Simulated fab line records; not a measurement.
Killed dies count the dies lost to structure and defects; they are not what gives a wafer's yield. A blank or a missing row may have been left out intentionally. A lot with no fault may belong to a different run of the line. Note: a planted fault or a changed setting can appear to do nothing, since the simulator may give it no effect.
Chamber matching | flow n5Finfet | N5_BEOL_M12_ILD_DEP_00 on pecvd-04: 3 sister chambers
The step deposits SiOC from DEMS/O2, target thk 658.92 nm, time 130.7 s. 22 wafers are shown with their chamber, then 11 later ones without.

== WAFERS PAIRED WITH THEIR CHAMBERS ==
wafer  | chamber | throttleValvePct (%) | showerheadPlenumPTorr (Torr) | heaterPowerW (W)
L075.1 | 1       | 12.0                 | 5.684                        | 436
L075.2 | 2       | 11.4                 | 5.692                        | 460
L075.6 | 2       | 11.4                 | 5.717                        | 494
L076.1 | 1       | 12.2                 | 5.701                        | 445
L076.3 | 0       | 12.6                 | 5.717                        | 387
L076.6 | 1       | 12.0                 | 5.683                        | 349
L078.1 | 2       | 11.6                 | 5.697                        | 417
L078.3 | 0       | 12.9                 | 5.709                        | 388
L078.5 | 2       | 11.8                 | 5.700                        | 447
L081.1 | 1       | 12.2                 | 5.687                        | 414
L081.3 | 0       | 12.5                 | 5.722                        | 373
L081.6 | 2       | 11.5                 | 5.713                        | 385
L084.1 | 2       | 11.5                 | 5.698                        | 455
L084.5 | 0       | 12.6                 | 5.718                        | 391
L084.6 | 2       | 11.8                 | 5.695                        | 494
L085.1 | 1       | 12.0                 | 5.686                        | 432
L085.4 | 0       | 12.5                 | 5.712                        | 389
L085.5 | 2       | 11.4                 | 5.705                        | 382
L093.2 | 0       | 12.3                 | 5.718                        | 361
L093.3 | 2       | 11.5                 | 5.705                        | 398
L093.5 | 2       | 11.7                 | 5.702                        | 435
L091.1 | 0       | 12.9                 | 5.704                        | 398

SIGNATURES (means of the wafers above)
reading               | chamber 0 | chamber 1 | chamber 2 | scatter within a chamber
throttleValvePct      | 12.614    | 12.080    | 11.560    | 0.172
showerheadPlenumPTorr | 5.71429   | 5.68820   | 5.70240   | 0.00727
heaterPowerW          | 383.86    | 415.20    | 436.70    | 34.1
Rule: a wafer lies at a distance from a chamber equal to the root of the sum of squares, over the readings, of (its reading less the chamber's mean, divided by the reading's scatter). The wafer belongs to the nearest chamber; if the next one is less than 2 further off, it can't be placed. The scatter: take each reading less its chamber's mean, square it, sum over the shown wafers, divide by the number of wafers less the number of chambers, and take the root.

== WAFERS WITHOUT THEIR CHAMBER ==
wafer  | throttleValvePct (%) | showerheadPlenumPTorr (Torr) | heaterPowerW (W)
L091.2 | 12.3                 | 5.687                        | 396
L091.4 | 11.5                 | 5.706                        | 460
L090.4 | 12.4                 | 5.692                        | 397
L090.5 | 11.6                 | 5.708                        | 467
L090.6 | 12.5                 | 5.715                        | 311
L092.4 | 12.4                 | 5.691                        | 406
L092.5 | 11.7                 | 5.696                        | 426
L092.6 | 12.6                 | 5.716                        | 359
L095.1 | 11.6                 | 5.718                        | 481
L095.3 | 12.8                 | 5.716                        | 397
L095.5 | 12.5                 | 5.714                        | 317

== WHICH CHAMBER EACH ONE RAN IN ==
wafer  | from the rows above     | in truth
L091.2 | 1                       | 1
L091.4 | 2                       | 2
L090.4 | can't be placed: 1 or 0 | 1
L090.5 | 2                       | 2
L090.6 | 0                       | 0
L092.4 | can't be placed: 1 or 0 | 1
L092.5 | can't be placed: 2 or 1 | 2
L092.6 | 0                       | 0
L095.1 | 2                       | 2
L095.3 | 0                       | 0
L095.5 | 0                       | 0
Correctly placed: 8 of 11. Cannot be placed on the basis of these rows: 3; the candidates contain the true chamber in 3. Placed wrongly: 0.
